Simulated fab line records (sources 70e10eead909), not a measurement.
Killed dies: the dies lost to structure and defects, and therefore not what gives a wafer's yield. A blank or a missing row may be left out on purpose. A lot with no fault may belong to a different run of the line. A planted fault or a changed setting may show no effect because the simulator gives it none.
Matching of chambers + flow nandHarc + cmp-03 running NHARC_P_CONTACT_CMP_24: 4 sister chambers
The step polishes, t overpolish 30 s, target thk 200 nm. 8 wafers are shown with their chamber, then 9 later ones without.

## EACH WAFER AND ITS CHAMBER
| wafer  | chamber | motorCurrentA (A) | timeToEndpointS (s) |
|--------|---------|-------------------|---------------------|
| L076.4 | 1       | 11.2              | 41.2                |
| L078.6 | 3       | 11.5              | 41.7                |
| L079.1 | 1       | 11.2              | 44.3                |
| L079.2 | 0       | 12.6              | 41.4                |
| L079.6 | 0       | 12.3              | 39.0                |
| L080.3 | 2       | 10.7              | 38.4                |
| L080.5 | 2       | 10.5              | 40.1                |
| L080.6 | 3       | 11.4              | 38.2                |

## WAFERS WITHOUT THEIR CHAMBER
| wafer  | motorCurrentA (A) | timeToEndpointS (s) |
|--------|-------------------|---------------------|
| L084.3 | 10.8              | 43.4                |
| L084.4 | 12.1              | 37.7                |
| L084.6 | 11.1              | 39.1                |
| L086.1 | 12.8              | 40.8                |
| L086.2 | 11.8              | 45.3                |
| L086.4 | 10.8              | 43.4                |
| L087.1 | 10.9              | 40.2                |
| L087.5 | 10.6              | 37.4                |
| L087.6 | 10.3              | 43.9                |

## WHICH CHAMBER EACH WENT THROUGH
| wafer  | from the rows above          | in truth                   |
|--------|------------------------------|----------------------------|
| L084.3 | can't be placed: 2 or 1      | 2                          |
| L084.4 | 0                            | 0                          |
| L084.6 | can't be placed: 1 or 3 or 2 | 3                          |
| L086.1 | 0                            | 0                          |
| L086.2 | can't be placed: 3 or 1 or 0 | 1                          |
| L086.4 | can't be placed: 2 or 1      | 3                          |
| L087.1 | can't be placed: 2 or 1 or 3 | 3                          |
| L087.5 | 2                            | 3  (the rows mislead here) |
| L087.6 | 2                            | 2                          |
3 of 9 placed correctly. Cannot be placed on the basis of these rows: 5; the candidates contain the true chamber in 4. Wrongly placed: 1.
How it was worked out, from the rows above alone: a wafer's distance from a chamber is the root of the sum, over the readings, of the square of ((its reading less the chamber's mean) divided by the reading's scatter). The wafer belongs to the nearest chamber; if the next one is less than 2 further off, it can't be placed. Each chamber's mean is taken over the wafers shown for it. The scatter is the square root of a quotient: the sum, over the shown wafers, of each reading's squared deviation from its chamber's mean, divided by wafers minus chambers.
